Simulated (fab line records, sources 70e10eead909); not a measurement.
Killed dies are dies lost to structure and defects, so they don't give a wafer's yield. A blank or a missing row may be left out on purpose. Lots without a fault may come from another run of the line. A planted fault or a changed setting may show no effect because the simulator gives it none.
Which tool did it? | flow nand_harc | 12 lots, 36 wafers sampled, at 6 steps of a route of 1159

WHAT THE GAUGES READ, wafer by wafer
NHARC_P_M0_THK_MEAS_24: measures by xrf.
lot  | measured     | on            | thk_nm (nm)
L513 | day 6 08:12  | film_metro-01 | 118.8 116.1 118.1
L516 | day 6 11:44  | film_metro-02 | 117.6 118.8 116.8
L515 | day 6 13:38  | film_metro-02 | 116.9 119.5 118.6
L525 | day 9 01:05  | film_metro-01 | 117.3 117.1 116.3
L527 | day 9 01:32  | film_metro-02 | 116.3 114.5 118.6
L524 | day 9 02:26  | film_metro-01 | 117.2 119.6 115.4
L526 | day 9 09:41  | film_metro-01 | 117.0 117.6 113.2
L530 | day 10 06:18 | film_metro-01 | 117.6 117.4 118.1
L531 | day 10 08:55 | film_metro-02 | 119.3 117.5 118.4
L532 | day 10 12:04 | film_metro-01 | 118.1 117.4 117.2
L534 | day 10 23:16 | film_metro-01 | 118.0 118.9 118.3
L535 | day 11 07:07 | film_metro-01 | 118.0 117.3 118.2

NHARC_P_M1_INSPECT_11.
lot  | measured     | on                | raw_defect_count
L513 | day 6 09:52  | defect_inspect-01 | 5 1 8
L516 | day 6 13:16  | defect_inspect-02 | 4 3 4
L515 | day 6 15:19  | defect_inspect-01 | 5 9 10
L525 | day 9 02:55  | defect_inspect-02 | 44 3 4
L527 | day 9 03:13  | defect_inspect-02 | 3 6 4
L524 | day 9 04:24  | defect_inspect-01 | 4 3 53
L526 | day 9 11:35  | defect_inspect-01 | 6 4 5
L530 | day 10 07:59 | defect_inspect-02 | 3 5 3
L531 | day 10 10:35 | defect_inspect-01 | 3 3 0
L532 | day 10 13:44 | defect_inspect-01 | 3 5 2
L534 | day 11 00:49 | defect_inspect-02 | 1 3 3
L535 | day 11 08:46 | defect_inspect-01 | 2 1 4

NHARC_END_SORT_01.
lot  | measured     | on        | defect_limited_yield (%) | killed_at_array | killed_at_other | killed_at_periphery | killed_dies | killed_open | killed_short | sort_bin_2_pct (%) | sort_bin_3_pct (%) | sort_bin_4_pct (%) | sort_n_pass | sort_rim_yield_pct (%) | sort_yield_pct (%)
L525 | day 22 22:19 | prober-02 | 91.0 94.7 96.2           | 28 33 25        | 0 0 0           | 33 3 1              | 61 36 26    | 1 4 4       | 3 3 2        | 2.8 2.2 1.2        | 0.30 0 0.30        | 5.9 3.1 2.4        | 616 641 651 | 91 96 93               | 91.0 94.7 96.2
L524 | day 23 15:31 | prober-02 | 92.8 94.2 89.8           | 49 36 38        | 0 0 0           | 0 3 31              | 49 39 69    | 3 7 3       | 1 1 1        | 1.8 2.1 2.7        | 0.44 0.59 0.44     | 5.0 3.1 7.1        | 628 638 608 | 88 90 92               | 92.8 94.2 89.8

WHICH TOOL RAN EACH LOT (tool, then ch and the chambers of the sampled wafers, then the start)
lot  | NHARC_P_M0_PRE_CLEAN_31         | NHARC_P_M1_DEP_00               | NHARC_P_M1_PVD_20
L513 | pecvd-03 ch 0,1, day 6 08:26    | pecvd-02 ch 0,1,2, day 6 08:58  | pvd_sputter-01, no start
L516 | pecvd-04 ch 0,1,2, day 6 11:58  | pecvd-04 ch 0,1,2, day 6 12:25  | pvd_sputter-03, no start
L515 | pecvd-04 ch 0,1,2, day 6 13:51  | pecvd-03 ch 0,1,2, day 6 14:21  | pvd_sputter-02, no start
L525 | pecvd-04 ch 0,1, day 9 01:19    | pecvd-03 ch 0,1, day 9 01:49    | pvd_sputter-01, day 22 22:19 or earlier
L527 | pecvd-02 ch 0,1,2, day 9 01:47  | pecvd-02 ch 0,1, day 9 02:15    | pvd_sputter-03, no start
L524 | pecvd-03 ch 0,1, day 9 02:43    | pecvd-03 ch 0,1, day 9 03:26    | pvd_sputter-03, day 23 15:31 or earlier
L526 | pecvd-03 ch 0,1, day 9 09:58    | pecvd-02 ch 0,2, day 9 10:40    | pvd_sputter-01, no start
L530 | pecvd-04 ch 0,1,2, day 10 06:31 | pecvd-02 ch 0,1, day 10 07:01   | pvd_sputter-01, no start
L531 | pecvd-03 ch 0,1, day 10 09:08   | pecvd-04 ch 0,1, day 10 09:43   | pvd_sputter-01, no start
L532 | pecvd-04 ch 0,2, day 10 12:19   | pecvd-04 ch 0,1,2, day 10 12:46 | pvd_sputter-02, no start
L534 | pecvd-03 ch 0,1, day 10 23:29   | pecvd-04 ch 0,1, day 10 23:58   | pvd_sputter-03, no start
L535 | pecvd-04 ch 0,1,2, day 11 07:20 | pecvd-04 ch 0,1,2, day 11 07:49 | pvd_sputter-02, no start
- NHARC_P_M0_PRE_CLEAN_31: time 12 s.
- NHARC_P_M1_DEP_00: deposits SiOC, target thk 182.5 nm.
- NHARC_P_M1_PVD_20: deposits TaN, target thk 5 nm, time 8.06 s.

WHAT THE TOOLS THEMSELVES READ (means of the sampled wafers that have a number; where no wafer has one, the mark that the record gives instead)
NHARC_P_M0_PRE_CLEAN_31.
lot  | tool     | heater_power_w (W)
L513 | pecvd-03 | 630
L516 | pecvd-04 | 538
L515 | pecvd-04 | 593
L525 | pecvd-04 | 638
L527 | pecvd-02 | 540
L524 | pecvd-03 | 587
L526 | pecvd-03 | 555
L530 | pecvd-04 | 622
L531 | pecvd-03 | 557
L532 | pecvd-04 | 567
L534 | pecvd-03 | 597
L535 | pecvd-04 | 606

NHARC_P_M1_PVD_20.
lot  | tool           | substrate_temp_c (C) | throttle_valve_pct (%)
L513 | pvd_sputter-01 | 49.96                | 29.6
L516 | pvd_sputter-03 | 50.04                | 29.8
L515 | pvd_sputter-02 | 49.94                | 31.1
L525 | pvd_sputter-01 | 49.87                | 29.4
L527 | pvd_sputter-03 | 49.99                | 29.7
L524 | pvd_sputter-03 | 50.08                | 29.8
L526 | pvd_sputter-01 | 49.95                | 29.9
L530 | pvd_sputter-01 | 49.93                | 29.3
L531 | pvd_sputter-01 | 49.96                | 29.0
L532 | pvd_sputter-02 | 49.97                | 30.0
L534 | pvd_sputter-03 | 49.91                | 29.8
L535 | pvd_sputter-02 | 49.88                | 30.8

THE ANSWER, worked out from the rows above alone
Rule: what is usual is taken from the lots themselves. Put in order of their means at a reading, lots are off if they are a third of the lots or fewer, leave a main group of 4 or more, and stand apart from it by a gap of 3 or more times the standard deviation of the main group's means; of several such gaps the widest counts. A main group whose means are all the same, to the digits that the tables above print for the reading, isn't used. A lot without any number at a reading at which 4 lots or more have one is off too. The other lots that the step has rows for count as sound. The gauges are gone through in route order, then the tools' own readings, and for those a lot's mean is taken as printed above. The first step at which some lot is off is used, and at that step the reading that is off furthest; a lot without a number counts as furthest.
Off: L525, L524, at NHARC_P_M1_INSPECT_11 (raw_defect_count). The main group: mean 3.9, standard deviation 1.7.
A tool fits if, at a process step before that reading, it ran every lot that is off, and no sound lot after the first of them. The gauges at NHARC_P_M1_INSPECT_11 are tried like those tools. One fits: pecvd-03 at NHARC_P_M1_DEP_00. Its last sound lot is L515 (day 6 14:21), its first lot that is off L525 (day 9 01:49): a fault that began between those two fits.

WHAT THE SIMULATOR HAD PUT IN
Chamber particle source: pecvd-03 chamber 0, from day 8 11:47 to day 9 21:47, at NHARC_P_M1_DEP_00. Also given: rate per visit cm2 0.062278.
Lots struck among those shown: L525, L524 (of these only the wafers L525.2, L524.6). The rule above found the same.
